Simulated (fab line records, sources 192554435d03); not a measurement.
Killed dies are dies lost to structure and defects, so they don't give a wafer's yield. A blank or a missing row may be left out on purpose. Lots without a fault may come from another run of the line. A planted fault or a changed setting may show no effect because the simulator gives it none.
fab line records | flow n5_finfet
record lots=5 wafers=15 last_day=16
route steps=1938 shown GATE_CUT@501 MOL_CONTACT_COAG@517
lots that met no fault: from a run of the same line without faults
start_h: hours from the record's first day to the start of the lot's first wafer shown | wait_h: hours since the lot's step before | " the same as in the row above | L1.1+2: a row that stands for several wafers | - no value, or no start given | * or withheld: withheld | < > ~ a bound
route shown NAME@n: a module of which the file shows steps, and the number in the route of the first | usual: mean/standard deviation of fault-free wafers | same: alike in all rows | chamber/n: place in a boat | sites: the reading at each site | _std_site: their standard deviation | _edge_site: outer sites' mean less inner sites' | radius_mm: how far each site lies from the wafer's centre | mask NAME#n: copy n | behind: the tool/chamber that last shaped the wafer | hold: why the lot was held/for how many hours/how that ended | device: the transistor (n, p or np) that didn't switch | end of line: the same wafers' tests at the end of the route | a step without rows: its recipe alone | killed: dies lost to structure and defects at the first sort, not the wafer's yield | map: a wafer's dies, x killed, . not, _ none there
set.NAME: the setting as run; set.NAME@STEP: as run at that earlier step | model.NAME: the simulator's own value behind a step, which no gauge read
lots at some steps of the route; a table a step, a row a wafer
services: from which hour (start_h, from the record's first day; less than 0 if before it) a tool's chamber was out of use, for how many hours, and why
## steps
# step N5_GATE_CUT_CUT_ETCH_54
# recipe chemistry=Cl2/BCl3 target=TiN mask_material=SiO2 target_depth_a=967 pressure_mtorr=10 icp_w=1000 bias_w=126 Cl2_flow_sccm=53.25 bcl3_flow_sccm=21.75 Ar_flow_sccm=25 ends=cleared
# usual drypump_motor_current_A=5.7/0.38 etch_rf_on_time_s=36.2/0.86 oes_product_au=0.61/0.096 throttle_valve_pct=22.38/0.18
# columns lot.wafer tool chamber start_h wait_h drypump_motor_current_A etch_rf_on_time_s oes_product_au rf_hours_counter_h throttle_valve_pct
L074.2 rie_metal-01 0 85.56 0.1 6.2 36.0 0.54 - 22.15
L074.3 " 0 " " 6.2 35.8 0.54 - 22.15
L074.5 " 0 " " 6.2 35.5 0.54 - 22.15
L076.2 rie_metal-03 1 104.27 0.0 5.4 36.4 0.58 116 22.47
L076.4 " 0 " " 5.9 36.5 0.73 - 22.38
L076.5 " 0 " " 5.9 36.5 0.73 - 22.39
L079.2 rie_metal-01 1 118.42 0.0 5.0 36.3 0.59 97 22.34
L079.3 " 1 " " 5.0 36.0 0.59 - 22.34
L079.4 " 0 " " 6.2 35.8 0.54 - 22.16
L085.2 rie_metal-03 1 152.93 0.0 5.3 36.6 0.58 119 22.49
L085.4 " 0 " " 5.9 36.5 0.71 - 22.39
L085.6 " 1 " " 5.3 36.5 0.57 - 22.48
L093.1 rie_metal-01 0 198.80 0.0 6.2 35.8 0.90 0 21.76
L093.2 " 1 " " 5.0 36.0 0.58 107 22.33
L093.4 " 0 " " 6.2 36.0 0.90 - 21.78
# step N5_GATE_CUT_CUT_ETCH_55
# recipe chemistry=BCl3 target=HfO2 mask_material=SiO2 target_depth_a=32 ion_energy_ev=30 pressure_mtorr=5 icp_w=450 bias_w=18 bcl3_flow_sccm=80
# usual drypump_motor_current_A=5.7/0.39 oes_product_au=0.67/0.11 throttle_valve_pct=33.2/0.37
# columns lot.wafer tool chamber start_h wait_h drypump_motor_current_A oes_product_au rf_hours_counter_h throttle_valve_pct
L074.2 rie_metal-01 0 85.67 0.1 6.2 0.60 - 32.7
L074.3 " 0 " " 6.2 0.60 - 32.7
L074.5 " 0 " " 6.2 0.60 - 32.7
L076.2 rie_metal-03 1 104.33 0.0 5.3 0.64 116 33.1
L076.4 " 0 " " 5.9 0.82 - 33.3
L076.5 " 0 " " 5.9 0.82 - 33.3
L079.2 rie_metal-01 1 118.48 0.0 5.0 0.66 97 33.4
L079.3 " 1 " " 5.0 0.65 - 33.4
L079.4 " 0 " " 6.2 0.58 - 32.7
L085.2 rie_metal-03 1 152.99 0.0 5.3 0.64 119 33.1
L085.4 " 0 " " 5.9 0.80 - 33.2
L085.6 " 1 " " 5.3 0.64 - 33.1
L093.1 rie_metal-01 0 198.86 0.0 6.2 0.99 0 32.2
L093.2 " 1 " " 5.0 0.65 107 33.4
L093.4 " 0 " " 6.2 1.00 - 32.2
# step N5_GATE_CUT_ETCH_47
# recipe chemistry=Cl2/BCl3 target=SiO2 target_depth_a=100 pressure_mtorr=10 icp_w=1000 bias_w=126 Cl2_flow_sccm=53.25 bcl3_flow_sccm=21.75 Ar_flow_sccm=25
# usual drypump_motor_current_A=5.7/0.38 oes_product_au=0.67/0.11 throttle_valve_pct=22.92/0.18
# columns lot.wafer tool chamber start_h wait_h drypump_motor_current_A oes_product_au rf_hours_counter_h throttle_valve_pct
L074.2 rie_metal-01 0 85.73 0.1 6.2 0.60 - 22.68
L074.3 " 0 " " 6.2 0.59 - 22.70
L074.5 " 0 " " 6.2 0.59 - 22.69
L076.2 rie_metal-03 1 104.36 0.0 5.3 0.64 116 23.02
L076.4 " 0 " " 5.9 0.82 - 22.94
L076.5 " 0 " " 5.9 0.82 - 22.93
L079.2 rie_metal-01 1 118.51 0.0 5.0 0.65 97 22.87
L079.3 " 1 " " 5.0 0.65 - 22.87
L079.4 " 0 " " 6.2 0.58 - 22.70
L085.2 rie_metal-03 1 153.02 0.0 5.3 0.63 119 23.00
L085.4 " 0 " " 5.9 0.80 - 22.94
L085.6 " 1 " " 5.3 0.64 - 23.02
L093.1 rie_metal-01 0 198.89 0.0 6.2 0.98 0 22.32
L093.2 " 1 " " 5.0 0.64 107 22.91
L093.4 " 0 " " 6.2 0.99 - 22.32
# step N5_GATE_CUT_VAPOR_ETCH_48
# recipe chemistry=BCl3/Cl2 target=TiN mode=isotropic
# usual drypump_motor_current_A=5.7/0.38 oes_product_au=0.68/0.11
# columns lot.wafer tool chamber start_h wait_h drypump_motor_current_A oes_product_au
L074.2 rie_metal-01 0 85.79 0.1 6.2 0.60
L074.3 " 0 " " 6.2 0.60
L074.5 " 0 " " 6.2 0.60
L076.2 rie_metal-03 1 104.39 0.0 5.3 0.64
L076.4 " 0 " " 5.9 0.82
L076.5 " 0 " " 5.9 0.83
L079.2 rie_metal-01 1 118.54 0.0 5.0 0.65
L079.3 " 1 " " 5.0 0.65
L079.4 " 0 " " 6.2 0.59
L085.2 rie_metal-03 1 153.05 0.0 5.3 0.63
L085.4 " 0 " " 5.9 0.80
L085.6 " 1 " " 5.4 0.63
L093.1 rie_metal-01 0 198.92 0.0 6.2 0.99
L093.2 " 1 " " 5.0 0.63
L093.4 " 0 " " 6.2 0.99
# step N5_GATE_CUT_VAPOR_ETCH_49
# recipe chemistry=BCl3/Cl2 target=TiAlC mode=isotropic
# usual drypump_motor_current_A=5.7/0.38 oes_product_au=0.68/0.11
# columns lot.wafer tool chamber start_h wait_h drypump_motor_current_A oes_product_au
L074.2 rie_metal-01 0 85.85 0.1 6.2 0.60
L074.3 " 0 " " 6.2 0.60
L074.5 " 0 " " 6.2 0.60
L076.2 rie_metal-03 1 104.42 0.0 5.3 0.63
L076.4 " 0 " " 5.9 0.82
L076.5 " 0 " " 5.9 0.82
L079.2 rie_metal-01 1 118.57 0.0 5.0 0.66
L079.3 " 1 " " 5.0 0.65
L079.4 " 0 " " 6.2 0.58
L085.2 rie_metal-03 1 153.08 0.0 5.3 0.63
L085.4 " 0 " " 5.9 0.80
L085.6 " 1 " " 5.3 0.63
L093.1 rie_metal-01 0 198.95 0.0 6.2 0.99
L093.2 " 1 " " 5.0 0.64
L093.4 " 0 " " 6.2 0.99
# step N5_GATE_CUT_VAPOR_ETCH_51
# recipe chemistry=BCl3/Cl2 target=HfO2 mode=isotropic
# usual drypump_motor_current_A=5.7/0.38 oes_product_au=0.68/0.11
# columns lot.wafer tool chamber start_h wait_h drypump_motor_current_A oes_product_au
L074.2 rie_metal-01 0 85.91 0.1 6.2 0.60
L074.3 " 0 " " 6.2 0.59
L074.5 " 0 " " 6.2 0.59
L076.2 rie_metal-03 1 104.45 0.0 5.3 0.63
L076.4 " 0 " " 5.9 0.82
L076.5 " 0 " " 5.9 0.82
L079.2 rie_metal-01 1 118.60 0.0 5.0 0.65
L079.3 " 1 " " 5.0 0.65
L079.4 " 0 " " 6.2 0.59
L085.2 rie_metal-03 1 153.11 0.0 5.3 0.63
L085.4 " 0 " " 5.9 0.81
L085.6 " 1 " " 5.3 0.63
L093.1 rie_metal-01 0 198.98 0.0 6.2 0.98
L093.2 " 1 " " 5.0 0.64
L093.4 " 0 " " 6.2 0.99
# step N5_GATE_CUT_STRIP_21
# recipe chemistry=N2/H2 time_s=30 power_w=1000 temp_c=250 pressure_mtorr=withheld n2_flow_sccm=1750 h2_flow_sccm=3250
# usual drypump_motor_current_A=5.7/0.41 heater_power_w=358/23
# same time_s=30
# columns lot.wafer tool chamber start_h wait_h drypump_motor_current_A heater_power_w rf_hours_counter_h
L074.2 plasma_asher-01 1 86.01 0.1 6.3 389 48
L074.3 " 0 " " 5.5 356 -
L074.5 " 0 " " 5.5 368 -
L076.2 plasma_asher-02 0 104.50 0.0 5.1 362 83
L076.4 " 0 " " 5.1 364 -
L076.5 " 0 " " 5.2 361 -
L079.2 plasma_asher-02 1 118.65 0.0 5.8 317 85
L079.3 " 0 " " 5.1 375 -
L079.4 " 1 " " 5.8 316 -
L085.2 plasma_asher-01 1 153.16 0.0 6.2 394 61
L085.4 " 0 " " 5.5 354 -
L085.6 " 0 " " 5.4 355 -
L093.1 plasma_asher-01 1 199.03 0.0 6.3 387 70
L093.2 " 0 " " 5.5 347 70
L093.4 " 1 " " 6.3 386 -
# step N5_GATE_CUT_STRIP_29
# recipe chemistry=post_etch_residue_remover time_s=60 temp_c=25 remover_ph=withheld remover_water_wt_pct=withheld remover_fluoride_wt_pct=withheld
# same time_s=60
# columns lot.wafer tool chamber start_h wait_h
L074.2+3+5 wet_bench-05 4,0,6 86.10 0.1
L076.2+4+5 wet_bench-04 5,1,6 104.59 0.1
L079.2+3+4 wet_bench-03 1,5,2 118.74 0.1
L085.2+4+6 wet_bench-03 4,1,0 153.25 0.1
L093.1+2+4 wet_bench-05 3,5,2 199.12 0.1
# step N5_GATE_CUT_SRD_52
# recipe dry=ipa_marangoni time_s=30 temp_c=23 rinse_liquid=diw
# usual bath_heat_duty_pct=3.7/0.56
# same time_s=30
# columns lot.wafer tool chamber start_h wait_h bath_heat_duty_pct
L074.2 wet_bench-05 4 86.12 0.0 3.9
L074.3 " 0 " " 3.9
L074.5 " 6 " " 3.7
L076.2 wet_bench-04 5 104.61 0.0 3.5
L076.4 " 1 " " 3.6
L076.5 " 6 " " 4.3
L079.2 wet_bench-03 1 118.76 0.0 3.8
L079.3 " 5 " " 3.0
L079.4 " 2 " " 4.4
L085.2 wet_bench-03 4 153.27 0.0 3.9
L085.4 " 1 " " 4.1
L085.6 " 0 " " 4.3
L093.1 wet_bench-05 3 199.13 0.0 3.9
L093.2 " 5 " " 2.8
L093.4 " 2 " " 4.3
# step N5_GATE_CUT_ALD_22
# recipe material=SiNx target_thk_a=160 temp_c=400 ald_precursor_family=SiH2I2 ald_co_reactant=N2/H2-plasma pulse_time_s=1 ald_cycles=320 purge_time_s=2 co_reactant_purge_time_s=2 pressure_torr=2
# usual heater_power_w=833/75 precursor_pulse_height_rel=1.002/0.02
# columns lot.wafer tool chamber start_h wait_h heater_power_w precursor_pulse_height_rel
L074.2 ald_sin-02 3 86.16 0.0 763 1.017
L074.3 " 0 " " 833 1.027
L074.5 " 0 " " 812 0.961
L076.2 ald_sin-01 3 104.65 0.0 809 1.018
L076.4 " 1 " " 785 1.008
L076.5 " 2 " " 774 0.978
L079.2 ald_sin-02 1 119.67 0.9 802 0.974
L079.3 " 2 " " 959 1.004
L079.4 " 0 " " 823 1.007
L085.2 ald_sin-02 1 153.50 0.2 811 1.012
L085.4 " 0 " " 830 0.992
L085.6 " 3 " " 776 1.039
L093.1 ald_sin-01 1 199.18 0.0 796 0.999
L093.2 " 3 " " 813 1.009
L093.4 " 2 " " 787 0.972
# step N5_GATE_CUT_CMP_23
# recipe stop_on=SiO2 t_overpolish_s=23.4 post_cmp_clean=alkaline_brush down_force_psi=2.5 platen_rpm=51.8 pad_velocity_m_s=1.0307 target_thk_nm=16
# usual head_pressure_psi=2.500/0.0061 motor_current_A=9.1/1 overpolish_run_s=23.399/0.01 pad_life_wafers=1224/410 retaining_ring_pressure_frac=1.000/0.0047 time_to_endpoint_s=18.0/3
# columns lot.wafer tool chamber start_h wait_h head_pressure_psi motor_current_A overpolish_run_s pad_life_wafers retaining_ring_pressure_frac time_to_endpoint_s
L074.3 cmp-02 3 87.69 0.8 2.500 9.3 23.382 1039 1.001 12.6
L074.2 " 1 " " 2.503 10.8 23.416 1041 0.992 10.6
L074.5 " 3 " " 2.504 9.4 23.405 - 1.001 14.9
L076.2 cmp-03 3 106.18 0.8 2.495 9.4 23.400 331 1.007 22.3
L076.4 " 1 " " 2.497 7.4 23.389 333 1.003 19.0
L076.5 " 3 " " 2.497 9.5 23.390 - 1.000 21.4
L079.2 cmp-01 2 121.16 0.8 2.502 6.6 23.381 924 0.991 21.2
L079.4 " 0 " " 2.499 9.0 23.396 926 1.004 18.7
L079.3 " 1 " " 2.502 9.2 23.396 927 0.998 19.8
L085.4 cmp-03 0 155.17 0.9 2.513 10.0 23.396 727 0.996 14.3
L085.2 " 1 " " 2.490 7.7 23.381 728 1.007 16.1
L085.6 " 3 " " 2.495 9.6 23.394 - 1.002 19.7
L093.2 cmp-01 0 200.67 0.8 2.504 9.6 23.408 1632 1.002 17.0
L093.1 " 2 " " 2.494 7.3 23.399 1634 1.002 20.1
L093.4 " 3 " " 2.511 9.1 23.390 1635 0.996 16.4
# step N5_GATE_CUT_THK_MEAS_24
# recipe reads=SiO2_of_GATE_CUT_HM_DEP_46+SiO2_flowable_of_ILD0_FCVD_FILL_01
# usual GC_FILL_THK=219.8/2.4
# columns lot.wafer tool chamber start_h wait_h GC_FILL_THK[nm]
L074.2 film_metro-02 - 87.95 - 220.9
L074.3 " - " " 222.9
L074.5 " - " " 223.2
L076.2 film_metro-02 - 106.44 - 218.6
L076.4 " - " " 217.2
L076.5 " - " " 222.2
L079.2 film_metro-02 - 121.46 - 217.7
L079.3 " - " " 220.9
L079.4 " - " " 219.8
L085.2 film_metro-01 - 155.42 - 220.3
L085.4 " - " " 224.9
L085.6 " - " " 225.2
L093.1 film_metro-02 - 200.96 - 223.0
L093.2 " - " " 219.0
L093.4 " - " " 222.6
# step N5_GATE_CUT_CMP_43
# recipe material=SiO2 post_cmp_clean=rinse_only
# usual motor_current_A=12.0/1.4 pad_life_wafers=1254/450 retaining_ring_pressure_frac=1.000/0.0053
# columns lot.wafer tool chamber start_h wait_h motor_current_A pad_life_wafers retaining_ring_pressure_frac
L074.2 cmp-01 1 87.98 0.0 13.7 630 1.007
L074.3 " 0 " " 12.4 633 0.996
L074.5 " 2 " " 9.6 - 1.006
L076.2 cmp-03 0 106.47 0.0 13.6 336 0.995
L076.4 " 3 " " 12.7 339 1.000
L076.5 " 0 " " 13.7 - 1.001
L079.4 cmp-01 0 121.49 0.0 12.6 930 0.993
L079.3 " 1 " " 12.3 931 0.999
L079.2 " 3 " " 11.9 933 1.003
L085.2 cmp-01 1 155.53 0.1 11.5 1273 1.002
L085.4 " 3 " " 11.7 1275 0.999
L085.6 " 0 " " 12.8 - 0.998
L093.4 cmp-01 2 201.07 0.1 9.6 1639 0.999
L093.2 " 3 " " 11.6 1640 0.999
L093.1 " 0 " " 12.2 1641 0.995
# step N5_GATE_CUT_CMP_61
# recipe stop_on=SiNx t_overpolish_s=3 post_cmp_clean=alkaline_brush down_force_psi=4 platen_rpm=27.09 pad_velocity_m_s=0.539
# usual head_pressure_psi=4.001/0.0081 motor_current_A=11.9/1.4 pad_life_wafers=1260/450 retaining_ring_pressure_frac=1.000/0.0047
# columns lot.wafer tool chamber start_h wait_h head_pressure_psi motor_current_A pad_life_wafers retaining_ring_pressure_frac
L074.2 cmp-01 1 88.46 0.4 4.017 12.2 636 1.011
L074.3 " 0 " " 4.010 12.0 639 1.003
L074.5 " 2 " " 3.997 8.4 - 0.995
L076.2 cmp-03 0 106.95 0.4 4.002 12.8 342 1.003
L076.4 " 3 " " 3.991 13.0 345 1.001
L076.5 " 0 " " 4.004 13.1 - 0.998
L079.4 cmp-01 0 121.97 0.4 3.996 12.2 936 0.996
L079.3 " 1 " " 3.986 12.3 937 1.006
L079.2 " 3 " " 3.997 12.3 939 1.007
L085.2 cmp-01 1 155.96 0.3 4.018 12.8 1279 1.001
L085.4 " 3 " " 3.996 11.5 1281 0.997
L085.6 " 0 " " 3.982 12.1 - 0.993
L093.4 cmp-01 2 201.50 0.3 4.003 9.7 1645 0.998
L093.2 " 3 " " 4.001 11.4 1646 1.006
L093.1 " 0 " " 4.007 13.0 1647 1.002
# step N5_GATE_CUT_INSPECT_26
# recipe inspect_instrument=darkfield mode=post_cmp
# usual raw_defect_count=46/23
# columns lot.wafer tool chamber start_h wait_h raw_defect_count
L074.2 defect_inspect-01 - 88.69 0.0 18
L074.3 " - " " 24
L074.5 " - " " 25
L076.2 defect_inspect-02 - 107.18 0.0 35
L076.4 " - " " 55
L076.5 " - " " 61
L079.2 defect_inspect-02 - 122.20 0.0 88
L079.3 " - " " 43
L079.4 " - " " 71
L085.2 defect_inspect-02 - 156.16 0.0 64
L085.4 " - " " 42
L085.6 " - " " 34
L093.1 defect_inspect-01 - 201.71 0.0 53
L093.2 " - " " 35
L093.4 " - " " 50
# step N5_MOL_CONTACT_COAG_COAT_103
# recipe resist=SOC temp_c=250 time_s=60 spin_rpm=1500 resist_thk_nm=80
# usual resist_line_temp_C=23.00/0.095
# same time_s=60
# columns lot.wafer tool chamber start_h wait_h resist_line_temp_C
L074.2 litho_track-03 0 88.72 0.0 23.05
L074.3 " 0 " " 22.78
L074.5 " 0 " " 22.92
L076.2 litho_track-03 0 107.21 0.0 22.87
L076.4 " 0 " " 22.98
L076.5 " 0 " " 22.77
L079.2 litho_track-05 0 122.23 0.0 22.95
L079.3 " 0 " " 23.02
L079.4 " 0 " " 23.00
L085.2 litho_track-05 0 156.20 0.0 23.05
L085.4 " 0 " " 23.06
L085.6 " 0 " " 23.08
L093.1 litho_track-04 0 201.74 0.0 22.95
L093.2 " 0 " " 23.05
L093.4 " 0 " " 22.94
# step N5_MOL_CONTACT_COAG_COAT_104
# recipe resist=SiARC temp_c=220 time_s=60 spin_rpm=1500 resist_thk_nm=12
# usual resist_line_temp_C=22.97/0.099
# same time_s=60
# columns lot.wafer tool chamber start_h wait_h resist_line_temp_C
L074.2 litho_track-03 0 - - 22.83
L074.3 " 0 " " 22.93
L074.5 " 0 " " 22.79
L076.2 litho_track-03 0 - - 22.99
L076.4 " 0 " " 22.98
L076.5 " 0 " " 23.00
L079.2 litho_track-05 0 - - 23.09
L079.3 " 0 " " 22.85
L079.4 " 0 " " 23.07
L085.2 litho_track-05 0 - - 23.09
L085.4 " 0 " " 23.04
L085.6 " 0 " " 22.84
L093.1 litho_track-04 0 - - 23.11
L093.2 " 0 " " 23.15
L093.4 " 0 " " 22.98
# step N5_MOL_CONTACT_COAG_COAT_58
# recipe resist=underlayer temp_c=205 time_s=60 spin_rpm=1500 resist_thk_nm=10
# usual resist_line_temp_C=23.03/0.093
# same time_s=60
# columns lot.wafer tool chamber start_h wait_h resist_line_temp_C
L074.2 litho_track-03 0 - - 23.15
L074.3 " 0 " " 23.12
L074.5 " 0 " " 23.06
L076.2 litho_track-03 0 - - 23.13
L076.4 " 0 " " 22.96
L076.5 " 0 " " 23.20
L079.2 litho_track-05 0 - - 23.08
L079.3 " 0 " " 23.01
L079.4 " 0 " " 22.94
L085.2 litho_track-05 0 - - 23.17
L085.4 " 0 " " 23.15
L085.6 " 0 " " 23.14
L093.1 litho_track-04 0 - - 22.90
L093.2 " 0 " " 23.01
L093.4 " 0 " " 23.04
# step N5_MOL_CONTACT_COAG_COAT_02
# recipe resist=CAR-EUV spin_rpm=1500 resist_thk_nm=30
# usual resist_line_temp_C=23.01/0.1
# columns lot.wafer tool chamber start_h wait_h resist_line_temp_C
L074.2 litho_track-03 0 - - 23.15
L074.3 " 0 " " 23.00
L074.5 " 0 " " 23.06
L076.2 litho_track-03 0 - - 23.05
L076.4 " 0 " " 23.12
L076.5 " 0 " " 23.18
L079.2 litho_track-05 0 - - 22.87
L079.3 " 0 " " 23.12
L079.4 " 0 " " 23.05
L085.2 litho_track-05 0 - - 23.04
L085.4 " 0 " " 23.01
L085.6 " 0 " " 23.07
L093.1 litho_track-04 0 - - 23.09
L093.2 " 0 " " 23.15
L093.4 " 0 " " 23.12
# step N5_MOL_CONTACT_COAG_EBR_04
# recipe solvent=PGMEA ebr_width_mm=1.5
# usual resist_line_temp_C=23.02/0.13
# columns lot.wafer tool chamber start_h wait_h resist_line_temp_C
L074.2 litho_track-03 0 - - 22.85
L074.3 " 0 " " 23.01
L074.5 " 0 " " 22.85
L076.2 litho_track-03 0 - - 22.87
L076.4 " 0 " " 23.05
L076.5 " 0 " " 23.09
L079.2 litho_track-05 0 - - 23.16
L079.3 " 0 " " 23.06
L079.4 " 0 " " 23.09
L085.2 litho_track-05 0 - - 22.99
L085.4 " 0 " " 23.10
L085.6 " 0 " " 22.99
L093.1 litho_track-04 0 - - 23.03
L093.2 " 0 " " 23.11
L093.4 " 0 " " 23.05
# step N5_MOL_CONTACT_COAG_SOFTBAKE_03
# recipe temp_c=110 time_s=60 resist=CAR-EUV
# usual resist_line_temp_C=23.01/0.11
# same time_s=60
# columns lot.wafer tool chamber start_h wait_h resist_line_temp_C
L074.2 litho_track-03 0 - - 22.87
L074.3 " 0 " " 23.16
L074.5 " 0 " " 23.00
L076.2 litho_track-03 0 - - 23.06
L076.4 " 0 " " 22.94
L076.5 " 0 " " 23.08
L079.2 litho_track-05 0 - - 22.86
L079.3 " 0 " " 22.89
L079.4 " 0 " " 22.92
L085.2 litho_track-05 0 - - 23.25
L085.4 " 0 " " 22.99
L085.6 " 0 " " 23.09
L093.1 litho_track-04 0 - - 23.04
L093.2 " 0 " " 23.04
L093.4 " 0 " " 23.02
# step N5_MOL_CONTACT_COAG_EXPOSE_05
# recipe mask_id=CA na=0.33 source_shape=annular sigma_inner=0.4 sigma_outer=0.8 polarization=unpolarized defocus_nm=0 dose_mj=38.25
# columns lot.wafer tool chamber start_h wait_h mask
L074.2+3+5 euv_scanner-02 0 88.86 - CA#0
L076.2+4+5 euv_scanner-02 0 107.48 - CA#0
L079.2+3+4 euv_scanner-02 0 122.38 - CA#0
L085.2+4+6 euv_scanner-01 0 156.34 - CA#0
L093.1+2+4 euv_scanner-01 0 201.87 - CA#0
# step N5_MOL_CONTACT_COAG_PEB_06
# recipe peb_temp_c=100 peb_time_s=60 resist=CAR-EUV
# usual resist_line_temp_C=23.03/0.095
# same peb_time_s=60
# columns lot.wafer tool chamber start_h wait_h resist_line_temp_C
L074.2 litho_track-04 0 88.92 0.0 23.06
L074.3 " 0 " " 23.22
L074.5 " 0 " " 23.15
L076.2 litho_track-04 0 107.54 0.0 23.06
L076.4 " 0 " " 23.04
L076.5 " 0 " " 23.10
L079.2 litho_track-04 0 122.43 0.0 23.22
L079.3 " 0 " " 23.16
L079.4 " 0 " " 23.19
L085.2 litho_track-05 0 156.40 0.0 23.13
L085.4 " 0 " " 22.94
L085.6 " 0 " " 22.92
L093.1 litho_track-04 0 201.94 0.1 23.06
L093.2 " 0 " " 23.06
L093.4 " 0 " " 23.08
# step N5_MOL_CONTACT_COAG_DEVELOP_07
# recipe develop_time_s=30 developer=TMAH resist=CAR-EUV rinse_liquid=surfactant_rinse dry=air_spin dev_temp_c=23
# usual developer_temp_C=23.00/0.11 resist_line_temp_C=23.00/0.1
# columns lot.wafer tool chamber start_h wait_h developer_temp_C resist_line_temp_C
L074.2 litho_track-04 0 - - 22.87 23.00
L074.3 " 0 " " 22.98 23.07
L074.5 " 0 " " 23.11 23.11
L076.2 litho_track-04 0 - - 22.88 22.98
L076.4 " 0 " " 23.10 22.79
L076.5 " 0 " " 22.94 22.88
L079.2 litho_track-04 0 - - 23.01 23.00
L079.3 " 0 " " 22.90 23.00
L079.4 " 0 " " 22.91 22.90
L085.2 litho_track-05 0 - - 22.85 22.80
L085.4 " 0 " " 22.88 22.92
L085.6 " 0 " " 22.73 22.84
L093.1 litho_track-04 0 - - 23.02 22.96
L093.2 " 0 " " 23.07 22.98
L093.4 " 0 " " 22.95 23.03
# step N5_MOL_CONTACT_COAG_CD_MEAS_08
# recipe target_cd_nm=28 landing_energy_ev=500 detector=se_inlens polarity=opening
# usual cd_nm=27.9/0.31
# columns lot.wafer tool chamber start_h wait_h cd_nm
L074.2 cd_sem-02 0 88.99 - 28.0
L074.3 " 0 " " 27.8
L074.5 " 0 " " 28.3
L076.2 cd_sem-03 0 107.61 - 27.7
L076.4 " 0 " " 27.7
L076.5 " 0 " " 28.4
L079.2 cd_sem-03 0 122.50 - 28.6
L079.3 " 0 " " 28.6
L079.4 " 0 " " 28.0
L085.2 cd_sem-03 0 156.46 - 27.6
L085.4 " 0 " " 27.8
L085.6 " 0 " " 27.9
L093.1 cd_sem-02 0 202.00 - 28.0
L093.2 " 0 " " 28.0
L093.4 " 0 " " 28.2
# step N5_MOL_CONTACT_COAG_OVL_MEAS_09
# recipe points_per_wafer=522
# usual CA_OVL=0.0/0.81
# columns lot.wafer tool chamber start_h wait_h CA_OVL[nm]
L074.2 overlay-01 0 89.02 0.0 0.6
L074.3 " 0 " " 0.9
L074.5 " 0 " " 1.7
L076.2 overlay-02 0 107.64 0.0 0.7
L076.4 " 0 " " -0.1
L076.5 " 0 " " 1.4
L079.2 overlay-02 0 122.53 0.0 -0.7
L079.3 " 0 " " 0.5
L079.4 " 0 " " -0.9
L085.2 overlay-02 0 156.51 0.0 0.1
L085.4 " 0 " " 0.6
L085.6 " 0 " " 0.2
L093.1 overlay-02 0 202.03 0.0 0.6
L093.2 " 0 " " 0.2
L093.4 " 0 " " 0.2
# step N5_MOL_CONTACT_COAG_INSPECT_10
# recipe mode=adi inspect_instrument=brightfield
# usual raw_defect_count=83/37
# columns lot.wafer tool chamber start_h wait_h raw_defect_count
L074.2 defect_inspect-02 - 89.07 0.0 48
L074.3 " - " " 53
L074.5 " - " " 50
L076.2 defect_inspect-01 - 107.70 0.0 82
L076.4 " - " " 97
L076.5 " - " " 96
L079.2 defect_inspect-02 - 122.59 0.0 116
L079.3 " - " " 79
L079.4 " - " " 111
L085.2 defect_inspect-01 - 156.56 0.0 121
L085.4 " - " " 78
L085.6 " - " " 72
L093.1 defect_inspect-01 - 202.09 0.1 87
L093.2 " - " " 69
L093.4 " - " " 77
# step N5_MOL_CONTACT_COAG_DESCUM_13
# recipe chemistry=O2 time_s=7 source_power_w=50 bias_power_w=20 pressure_mtorr=20 rf_frequency_hz=2.712e+07 temp_c=40 resist=CAR-EUV o2_flow_sccm=225
# usual drypump_motor_current_A=6.0/0.47 o2_flow_sccm=225.2/0.68 oes_product_au=0.78/0.082 rf_vpp_V=243.3/1.4 showerhead_plenum_p_Torr=2.10/0.069 throttle_valve_pct=20.40/0.21
# same time_s=7
# columns lot.wafer tool chamber start_h wait_h drypump_motor_current_A o2_flow_sccm oes_product_au rf_hours_counter_h rf_vpp_V showerhead_plenum_p_Torr throttle_valve_pct
L074.2 rie_diel-02 0 89.11 0.0 5.8 224.5 0.74 147 242.0 2.03 20.36
L074.3 " 1 " " 6.3 226.1 0.87 41 242.4 2.13 20.41
L074.5 " 3 " " 6.8 224.5 0.70 - 243.1 2.06 20.80
L076.2 rie_diel-04 1 107.73 0.0 5.8 225.1 0.72 227 245.4 2.14 20.47
L076.4 " 0 " " 5.9 224.8 0.94 12 246.4 2.22 20.48
L076.5 " 0 " " 5.9 225.4 0.94 - 245.3 2.22 20.46
L079.2 rie_diel-02 2 122.62 0.0 5.9 224.3 0.71 218 244.7 2.06 20.38
L079.3 " 3 " " 6.8 223.6 0.68 213 242.0 2.05 20.80
L079.4 " 0 " " 5.8 226.2 0.74 158 243.1 2.02 20.38
L085.2 rie_diel-06 1 156.60 0.0 5.8 226.1 0.83 75 241.3 2.04 20.23
L085.4 " 0 " " 6.4 225.6 0.76 - 243.6 2.10 20.15
L085.6 " 2 " " 4.9 225.0 0.73 - 241.3 2.09 20.53
L093.1 rie_diel-02 1 202.18 0.1 6.3 225.2 0.83 66 243.7 2.12 20.48
L093.2 " 2 " " 5.9 225.7 0.70 246 242.7 2.05 20.41
L093.4 " 3 " " 6.8 226.6 0.68 240 240.5 2.04 20.84
## services
# columns tool chamber start_h hours kind
cmp-01 - 64.07 2.1 repair
rie_diel-02 3 68.22 5.0 repair
cmp-03 - 70.44 2.3 repair
rie_metal-01 1 72.01 18.5 repair
cmp-01 - 73.19 1.0 repair
cmp-01 - 81.62 1.6 repair
cmp-03 - 87.43 4.6 repair
wet_bench-03 - 88.96 2.3 repair
euv_scanner-02 - 91.48 0.4 repair
rie_diel-02 2 98.16 2.6 repair
euv_scanner-02 - 101.46 1.0 pm
rie_diel-02 3 114.24 1.8 repair
euv_scanner-02 - 132.89 5.8 pm
euv_scanner-02 - 140.56 0.8 repair
wet_bench-05 - 140.61 2.7 repair
rie_metal-03 - 145.86 2.8 pm
plasma_asher-01 - 148.73 0.3 repair
ald_sin-02 - 155.19 0.6 repair
plasma_asher-01 - 155.41 2.2 repair
euv_scanner-02 - 157.61 1.0 pm
rie_diel-02 - 158.13 14.6 pm
rie_metal-03 1 176.82 6.0 repair
rie_metal-03 0 191.21 15.5 repair
euv_scanner-02 - 192.84 4.6 pm
## key
fault none
